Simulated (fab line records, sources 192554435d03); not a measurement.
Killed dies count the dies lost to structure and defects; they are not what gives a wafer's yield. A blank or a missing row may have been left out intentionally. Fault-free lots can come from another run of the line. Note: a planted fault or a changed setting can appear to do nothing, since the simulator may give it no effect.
Lot-split experiment -- flow n5Finfet -- 39 wafers read from 7 lots, route of 1938 steps

## THE SPLIT ITSELF
At N5_GATE_CUT_EXPOSE_10 (exposes mask GATE CUT, target cd 20 nm), the setting doseMj was moved away from the recipe's 43.25 on 12 of the 39 wafers read, by -2.4% to +6.8%. This setting was run at the recipe's value on the other wafers.

## FROM THE SPLIT TO THE READING: what the file shows between them, 3 steps
- N5_GATE_CUT_PEB_11: peb time 60 s
- N5_GATE_CUT_DEVELOP_12: develop time 30 s
- N5_GATE_CUT_DESCUM_18: chemistry O2, time 7 s

## THE READING
GATE_CUT.cdNm (the simulator's own value, which no gauge read), in nm, at N5_GATE_CUT_ETCH_28 (etches underlayer in N2/H2, target depth 13 nm, time 10.4 s). There is no usual value for it anywhere in the file. Across the 27 wafers here that went through the recipe, the average is 20.1 nm and the standard deviation 0.31 nm.

wafer,"tool, chamber at the split",doseMj as run,against the recipe,"GATE_CUT.cdNm, nm",against lot-mates on the recipe
L075.1,"euvScanner-01, 0",43.25,recipe,20.2,-
L075.4,"euvScanner-01, 0",43.25,recipe,20.2,-
L075.5,"euvScanner-01, 0",43.25,recipe,20.2,-
L075.2,"euvScanner-01, 0",43.25,recipe,20.4,-
L075.6,"euvScanner-01, 0",43.25,recipe,20.4,-
L075.3,"euvScanner-01, 0",43.25,recipe,20,-
L079.1,"euvScanner-02, 0",43.25,recipe,20.2,-
L079.2,"euvScanner-02, 0",43.25,recipe,19.8,-
L079.3,"euvScanner-02, 0",43.25,recipe,19.8,-
L079.5,"euvScanner-02, 0",43.25,recipe,19.8,-
L079.6,"euvScanner-02, 0",43.25,recipe,19.8,-
L079.4,"euvScanner-02, 0",43.25,recipe,20,-
L084.1,"euvScanner-01, 0",43.25,recipe,20.4,-
L084.5,"euvScanner-01, 0",43.25,recipe,20.4,-
L084.2,"euvScanner-01, 0",43.25,recipe,20,-
L084.3,"euvScanner-01, 0",46.2,+6.8%,21.6,+1.3
L084.4,"euvScanner-01, 0",46.2,+6.8%,21.2,+0.9
L084.6,"euvScanner-01, 0",46.2,+6.8%,21.8,+1.5
L087.1,"euvScanner-02, 0",43.25,recipe,19.8,-
L087.2,"euvScanner-02, 0",43.25,recipe,20.4,-
L087.3,"euvScanner-02, 0",45.17,+4.4%,20.8,+0.7
L087.4,"euvScanner-02, 0",45.17,+4.4%,21,+0.9
L087.6,"euvScanner-02, 0",45.17,+4.4%,21,+0.9
L087.5,"euvScanner-02, 0",43.25,recipe,20,-
L092.1,"euvScanner-01, 0",43.25,recipe,19.6,-
L092.2,"euvScanner-01, 0",43.25,recipe,19.6,-
L092.3,"euvScanner-01, 0",42.21,-2.4%,19.8,+0.1
L092.4,"euvScanner-01, 0",42.21,-2.4%,19.2,-0.5
L092.5,"euvScanner-01, 0",42.21,-2.4%,19,-0.7
L092.6,"euvScanner-01, 0",43.25,recipe,19.8,-
L093.4,"euvScanner-01, 0",43.25,recipe,19.8,-
L093.5,"euvScanner-01, 0",43.25,recipe,19.8,-
L093.6,"euvScanner-01, 0",43.25,recipe,19.6,-
L095.1,"euvScanner-02, 0",43.25,recipe,20.4,-
L095.2,"euvScanner-02, 0",45.51,+5.2%,21,+0.5
L095.3,"euvScanner-02, 0",45.51,+5.2%,21.4,+0.9
L095.4,"euvScanner-02, 0",45.51,+5.2%,21.4,+0.9
L095.5,"euvScanner-02, 0",43.25,recipe,20.6,-
L095.6,"euvScanner-02, 0",43.25,recipe,20.6,-

THE FIT
A straight line over all 39 wafers: GATE_CUT.cdNm changes by +0.225 nm for each +1% of doseMj; r = +0.89; the points scatter about the line by 0.3 nm.
The same after taking each lot's own level away (the mean of its wafers on the recipe; 39 wafers): +0.171 nm for each +1%; r = +0.91; scatter 0.2 nm.
That fit puts the effect of the largest move of doseMj on the reading at 1.2 nm.
Across the lots, their own levels run from 19.67 to 20.53 nm, a range of 2.8 times the standard deviation given above.
So the lot-to-lot level changes the slope: the two fits differ.
Check: with one of the wafers moved furthest among these (+6.8%) left out of the fit, the line predicts +1.15 nm for it against its lot-mates. It came out at +1.33 nm against them.

## OTHER SPLITS APPLIED TO THESE WAFERS
Other splits were also applied to these wafers ahead of the reading. Each is held against what the fit with the lots' levels taken away leaves over:
other split on the same wafers,wafers away from the commonest value,r with GATE_CUT.cdNm (lot level and that fit taken away)
N5_WELL_APT_EPI_41 targetThkA,15,-0.05
N5_DUMMY_GATE_ETCH_42 biasW,15,+0.24

## THE WHOLE CHAIN: every reading that the file lists as answering this split, in the file's order
step,what it does,reading,change (the file's fit),r (the file's)
N5_GATE_CUT_DESCUM_18,"chemistry O2, time 7 s","GATE_CUT.cdNm (the simulator's own value, which no gauge read)",+0.176 nm for each +1% of the setting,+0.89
N5_GATE_CUT_ETCH_28,"etches underlayer in N2/H2, target depth 13 nm, time 10.4 s","GATE_CUT.cdNm (the simulator's own value, which no gauge read)",+0.172 nm for each +1% of the setting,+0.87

## FILE'S OWN FIT
GATE_CUT.cdNm changes by +0.172 nm for each +1% of doseMj, r = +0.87.
